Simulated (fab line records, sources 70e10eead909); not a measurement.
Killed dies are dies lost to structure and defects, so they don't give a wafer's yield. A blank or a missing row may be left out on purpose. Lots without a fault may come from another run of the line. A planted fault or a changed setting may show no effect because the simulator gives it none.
Chamber matching | flow nand_harc | NHARC_A_STAIRCASE_TRIM_196 on rie_diel-08: 4 sister chambers
The step chemistry O2, time 211.2 s. 14 wafers are shown with their chamber, then 7 later ones without.

WAFERS WITH THEIR CHAMBER
wafer  | chamber | showerhead_plenum_p_Torr (Torr) | oes_product_au (a.u.) | rf_vpp_V (V)
L077.3 | 0       | 3.31                            | 1.008                 | 56.2
L077.4 | 3       | 3.31                            | 1.012                 | 56.4
L077.6 | 0       | 3.31                            | 1.009                 | 57.7
L075.2 | 1       | 3.43                            | 1.003                 | 57.7
L075.4 | 2       | 3.78                            | 1.000                 | 59.4
L075.6 | 3       | 3.30                            | 1.006                 | 56.7
L076.1 | 0       | 3.31                            | 0.999                 | 55.6
L076.2 | 2       | 3.78                            | 1.002                 | 59.1
L076.6 | 1       | 3.43                            | 1.009                 | 57.1
L076.3 | 3       | 3.30                            | 1.013                 | 58.0
L076.4 | 1       | 3.43                            | 1.012                 | 58.0
L076.5 | 0       | 3.31                            | 1.006                 | 57.8
L082.2 | 0       | 3.31                            | 0.999                 | 56.9
L082.3 | 2       | 3.77                            | 0.998                 | 56.0

SIGNATURES (means of the wafers above)
reading                  | chamber 0 | chamber 1 | chamber 2 | chamber 3 | scatter within a chamber
showerhead_plenum_p_Torr | 3.3100    | 3.4300    | 3.7767    | 3.3033    | 0.00365
oes_product_au           | 1.00420   | 1.00800   | 1.00000   | 1.01033   | 0.00416
rf_vpp_V                 | 56.840    | 57.600    | 58.167    | 57.033    | 1.12
Rule: a wafer's distance from a chamber is the root of the sum, over the readings, of the square of ((its reading less the chamber's mean) divided by the reading's scatter). The wafer belongs to the nearest chamber; if the next one is less than 2 further off, it can't be placed. The scatter: the root of (the sum of the squares of (reading less its chamber's mean) over the shown wafers, divided by (wafers less chambers)).

WAFERS WITHOUT THEIR CHAMBER
wafer  | showerhead_plenum_p_Torr (Torr) | oes_product_au (a.u.) | rf_vpp_V (V)
L082.6 | 3.77                            | 1.000                 | 57.5
L093.2 | 3.29                            | 0.992                 | 57.2
L093.3 | 3.76                            | 1.000                 | 58.2
L093.4 | 3.29                            | 1.003                 | 56.5
L097.3 | 3.75                            | 1.006                 | 57.2
L097.4 | 3.29                            | 0.999                 | 56.7
L097.6 | 3.75                            | 1.003                 | 59.4

WHICH CHAMBER EACH WENT THROUGH
wafer  | from the rows above     | in truth
L082.6 | 2                       | 2
L093.2 | can't be placed: 3 or 0 | 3
L093.3 | 2                       | 2
L093.4 | can't be placed: 3 or 0 | 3
L097.3 | 2                       | 2
L097.4 | can't be placed: 3 or 0 | 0
L097.6 | 2                       | 2
Placed correctly: 4 of 7. Can't be placed from these rows: 3 (the true chamber is among the candidates in 3). Placed wrongly: 0.
